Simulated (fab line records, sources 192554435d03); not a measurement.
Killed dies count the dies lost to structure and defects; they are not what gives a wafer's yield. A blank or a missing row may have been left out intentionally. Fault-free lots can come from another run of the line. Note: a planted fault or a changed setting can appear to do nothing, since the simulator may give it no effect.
Lot-split experiment | flow n5_finfet | 21 wafers read from 7 lots, route of 1938 steps

== ABOUT THE SPLIT ==
At N5_MOL_CONTACT_COAG_COAT_75 (time 60 s, resist thk 60 nm), the setting spin_rpm was moved away from the recipe's 1500 rpm on 8 of the 21 wafers read, by -10.9% to +9.8%. All remaining wafers had this setting at the recipe value.

== FROM THE SPLIT TO THE READING: what the file shows between them, 7 steps ==
- N5_MOL_CONTACT_COAG_COAT_76: time 60 s, resist thk 10 nm
- N5_MOL_CONTACT_COAG_COAT_77: time 60 s, resist thk 10 nm
- N5_MOL_CONTACT_COAG_ALD_131: deposits SiO2, target thk 5 nm, pulse time 1 s, co reactant pulse time 1 s
- N5_MOL_CONTACT_COAG_ETCHBACK_132: etches SiO2 in CHF3, target depth 10 nm, time 6.7 s
- N5_MOL_CONTACT_COAG_ETCH_91: etches SOC in N2/H2, target depth 60 nm, overetch 21 nm, time 101.2 s
- N5_MOL_CONTACT_COAG_STRIP_92: strips in N2/H2
- N5_MOL_CONTACT_COAG_STRIP_93: strips in N2/H2

== THE READING ==
SOC_of_MOL_CONTACT_COAG_COAT_75.thk_nm (the simulator's own value, which no gauge read), in nm, at N5_MOL_CONTACT_COAG_ETCHBACK_135 (etches SiO2 in CHF3, target depth 25 nm, time 16.7 s). There is no usual value for it anywhere in the file. Here, 13 wafers ran the recipe; their average is 57.4 nm with a standard deviation of 0.15 nm.

wafer  | tool, chamber at the split | spin_rpm as run, rpm | against the recipe | SOC_of_MOL_CONTACT_COAG_COAT_75.thk_nm, nm | against lot-mates on the recipe
L076.1 | litho_track-02, 0          | 1500                 | recipe             | 57.2                                       | -
L076.2 | litho_track-02, 0          | 1500                 | recipe             | 57.4                                       | -
L076.6 | litho_track-02, 0          | 1500                 | recipe             | 57.4                                       | -
L074.4 | litho_track-01, 0          | 1500                 | recipe             | 57.2                                       | -
L074.5 | litho_track-01, 0          | 1337                 | -10.9%             | 60.8                                       | +3.6
L074.6 | litho_track-01, 0          | 1337                 | -10.9%             | 60.8                                       | +3.6
L080.1 | litho_track-01, 0          | 1357                 | -9.5%              | 60.6                                       | +3.4
L080.2 | litho_track-01, 0          | 1357                 | -9.5%              | 60.4                                       | +3.2
L080.5 | litho_track-01, 0          | 1500                 | recipe             | 57.2                                       | -
L084.2 | litho_track-02, 0          | 1500                 | recipe             | 57.4                                       | -
L084.6 | litho_track-02, 0          | 1500                 | recipe             | 57.4                                       | -
L084.3 | litho_track-02, 0          | 1500                 | recipe             | 57.6                                       | -
L088.1 | litho_track-03, 0          | 1500                 | recipe             | 57.6                                       | -
L088.2 | litho_track-03, 0          | 1394                 | -7.1%              | 59.6                                       | +2.0
L088.5 | litho_track-03, 0          | 1394                 | -7.1%              | 59.8                                       | +2.2
L093.1 | litho_track-03, 0          | 1500                 | recipe             | 57.6                                       | -
L093.3 | litho_track-03, 0          | 1500                 | recipe             | 57.6                                       | -
L093.6 | litho_track-03, 0          | 1500                 | recipe             | 57.6                                       | -
L097.1 | litho_track-03, 0          | 1500                 | recipe             | 57.4                                       | -
L097.2 | litho_track-03, 0          | 1647                 | +9.8%              | 54.6                                       | -2.8
L097.6 | litho_track-03, 0          | 1647                 | +9.8%              | 54.4                                       | -3.0

FIT RESULTS
A straight line over all 21 wafers: SOC_of_MOL_CONTACT_COAG_COAT_75.thk_nm changes by -0.31 nm for each +1% of spin_rpm; r = -1.00; the points scatter about the line by 0.15 nm.
The same after taking each lot's own level away (the mean of its wafers on the recipe; 21 wafers): -0.318 nm for each +1%; r = -1.00; scatter 0.14 nm.
That fit puts the effect of the largest move of spin_rpm on the reading at 3.5 nm.
The lots' own levels span 57.20 to 57.60 nm, that is 2.6 times the standard deviation above.
The two slopes agree, so the slope changes little with the lot-to-lot level.
Check: with one of the wafers moved furthest among these (-10.9%) left out of the fit, the line predicts +3.49 nm for it against its lot-mates. Against them it came out at +3.6 nm.

== ADDITIONAL SPLITS CARRIED BY THESE WAFERS ==
Other splits were also applied to these wafers ahead of the reading. Each is held against what the fit with the lots' levels taken away leaves over:
other split on the same wafers      | wafers away from the commonest value | r with SOC_of_MOL_CONTACT_COAG_COAT_75.thk_nm (lot level and that fit taken away)
N5_HKMG_FIN_HK_ALD_01 ald_cycles    | 5                                    | +0.43
N5_GATE_CUT_ETCH_58 time_s          | 5                                    | -0.25
N5_GATE_CUT_COAT_27 spin_rpm        | 12                                   | -0.03
N5_MOL_CONTACT_COAG_ETCH_110 bias_w | 7                                    | +0.22

== THE WHOLE CHAIN: every reading that the file lists as answering this split, in the file's order ==
step                             | what it does                                                          | reading                                                                                 | change (the file's fit)               | r (the file's)
N5_MOL_CONTACT_COAG_COAT_75      | time 60 s, resist thk 60 nm                                           | SOC_of_MOL_CONTACT_COAG_COAT_75.thk_nm (the simulator's own value, which no gauge read) | -0.328 nm for each +1% of the setting | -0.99
N5_MOL_CONTACT_COAG_ETCH_91      | etches SOC in N2/H2, target depth 60 nm, overetch 21 nm, time 101.2 s | etch.depth_nm (the simulator's own value, which no gauge read)                          | -0.321 nm for each +1% of the setting | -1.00
N5_MOL_CONTACT_COAG_ETCHBACK_135 | etches SiO2 in CHF3, target depth 25 nm, time 16.7 s                  | SOC_of_MOL_CONTACT_COAG_COAT_75.thk_nm (the simulator's own value, which no gauge read) | -0.321 nm for each +1% of the setting | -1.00

== FILE'S OWN FIT ==
SOC_of_MOL_CONTACT_COAG_COAT_75.thk_nm changes by -0.321 nm for each +1% of spin_rpm, r = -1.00.
